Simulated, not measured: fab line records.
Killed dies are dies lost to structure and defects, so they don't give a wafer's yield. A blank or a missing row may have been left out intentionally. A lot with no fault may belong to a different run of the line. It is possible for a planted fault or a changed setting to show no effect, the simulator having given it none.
Chamber matching :: flow n5-finfet :: N5_BEOL_M9_STRIP_19 on rie-diel-03: 4 sister chambers
The step strips in O2. 14 wafers are shown with their chamber, then 7 later ones without.

== WAFERS, EACH WITH ITS CHAMBER ==
wafer: L076.1
chamber: 2
showerhead-plenum-p-Torr (Torr): 2.19
throttle-valve-pct (%): 16.7
oes-product-au (a.u.): 0.75

wafer: L076.3
chamber: 3
showerhead-plenum-p-Torr (Torr): 2.06
throttle-valve-pct (%): 16.6
oes-product-au (a.u.): 0.93

wafer: L076.4
chamber: 1
showerhead-plenum-p-Torr (Torr): 2.21
throttle-valve-pct (%): 16.8
oes-product-au (a.u.): 0.85

wafer: L079.2
chamber: 1
showerhead-plenum-p-Torr (Torr): 2.21
throttle-valve-pct (%): 16.8
oes-product-au (a.u.): 0.84

wafer: L079.3
chamber: 3
showerhead-plenum-p-Torr (Torr): 2.06
throttle-valve-pct (%): 16.6
oes-product-au (a.u.): 0.92

wafer: L079.5
chamber: 1
showerhead-plenum-p-Torr (Torr): 2.21
throttle-valve-pct (%): 16.8
oes-product-au (a.u.): 0.83

wafer: L082.1
chamber: 3
showerhead-plenum-p-Torr (Torr): 2.06
throttle-valve-pct (%): 16.6
oes-product-au (a.u.): 0.91

wafer: L082.4
chamber: 0
showerhead-plenum-p-Torr (Torr): 2.07
throttle-valve-pct (%): 16.5
oes-product-au (a.u.): 0.93

wafer: L082.6
chamber: 2
showerhead-plenum-p-Torr (Torr): 2.19
throttle-valve-pct (%): 16.7
oes-product-au (a.u.): 0.73

wafer: L086.1
chamber: 1
showerhead-plenum-p-Torr (Torr): 2.20
throttle-valve-pct (%): 16.8
oes-product-au (a.u.): 0.83

wafer: L086.3
chamber: 2
showerhead-plenum-p-Torr (Torr): 2.18
throttle-valve-pct (%): 16.7
oes-product-au (a.u.): 0.74

wafer: L086.4
chamber: 3
showerhead-plenum-p-Torr (Torr): 2.06
throttle-valve-pct (%): 16.6
oes-product-au (a.u.): 0.90

wafer: L088.3
chamber: 2
showerhead-plenum-p-Torr (Torr): 2.18
throttle-valve-pct (%): 16.8
oes-product-au (a.u.): 0.73

wafer: L088.5
chamber: 3
showerhead-plenum-p-Torr (Torr): 2.06
throttle-valve-pct (%): 16.6
oes-product-au (a.u.): 0.89

SIGNATURES (means of the wafers above)
reading: showerhead-plenum-p-Torr
chamber 0: 2.0700
chamber 1: 2.2075
chamber 2: 2.1850
chamber 3: 2.0600
scatter within a chamber: 0.00418

reading: throttle-valve-pct
chamber 0: 16.500
chamber 1: 16.800
chamber 2: 16.725
chamber 3: 16.600
scatter within a chamber: 0.0274

reading: oes-product-au
chamber 0: 0.9300
chamber 1: 0.8375
chamber 2: 0.7375
chamber 3: 0.9100
scatter within a chamber: 0.0124
Rule: for a wafer and a chamber, the distance is found by dividing, reading by reading, the gap between the wafer's reading and the chamber's mean by the reading's scatter, squaring, summing and taking the root. If the next closest chamber is less than 2 further off than the closest, the wafer can't be placed; otherwise it belongs to the closest. The scatter is the square root of a quotient: the sum, over the shown wafers, of each reading's squared deviation from its chamber's mean, divided by wafers minus chambers.

== WAFERS WHOSE CHAMBER IS MISSING ==
wafer: L088.6
showerhead-plenum-p-Torr (Torr): 2.18
throttle-valve-pct (%): 16.7
oes-product-au (a.u.): 0.73

wafer: L091.1
showerhead-plenum-p-Torr (Torr): 2.05
throttle-valve-pct (%): 16.6
oes-product-au (a.u.): 0.89

wafer: L091.4
showerhead-plenum-p-Torr (Torr): 2.18
throttle-valve-pct (%): 16.7
oes-product-au (a.u.): 0.72

wafer: L091.5
showerhead-plenum-p-Torr (Torr): 2.05
throttle-valve-pct (%): 16.6
oes-product-au (a.u.): 0.88

wafer: L096.1
showerhead-plenum-p-Torr (Torr): 2.18
throttle-valve-pct (%): 16.8
oes-product-au (a.u.): 0.72

wafer: L096.2
showerhead-plenum-p-Torr (Torr): 2.20
throttle-valve-pct (%): 16.9
oes-product-au (a.u.): 0.82

wafer: L096.6
showerhead-plenum-p-Torr (Torr): 2.18
throttle-valve-pct (%): 16.8
oes-product-au (a.u.): 0.72

== WHICH CHAMBER EACH WENT THROUGH ==
wafer: L088.6
from the rows above: 2
in truth: 2

wafer: L091.1
from the rows above: 3
in truth: 3

wafer: L091.4
from the rows above: 2
in truth: 2

wafer: L091.5
from the rows above: 3
in truth: 3

wafer: L096.1
from the rows above: 2
in truth: 2

wafer: L096.2
from the rows above: 1
in truth: 1

wafer: L096.6
from the rows above: 2
in truth: 2
7 of 7 placed correctly. Number that these rows cannot place: 0. Number placed wrongly: 0.
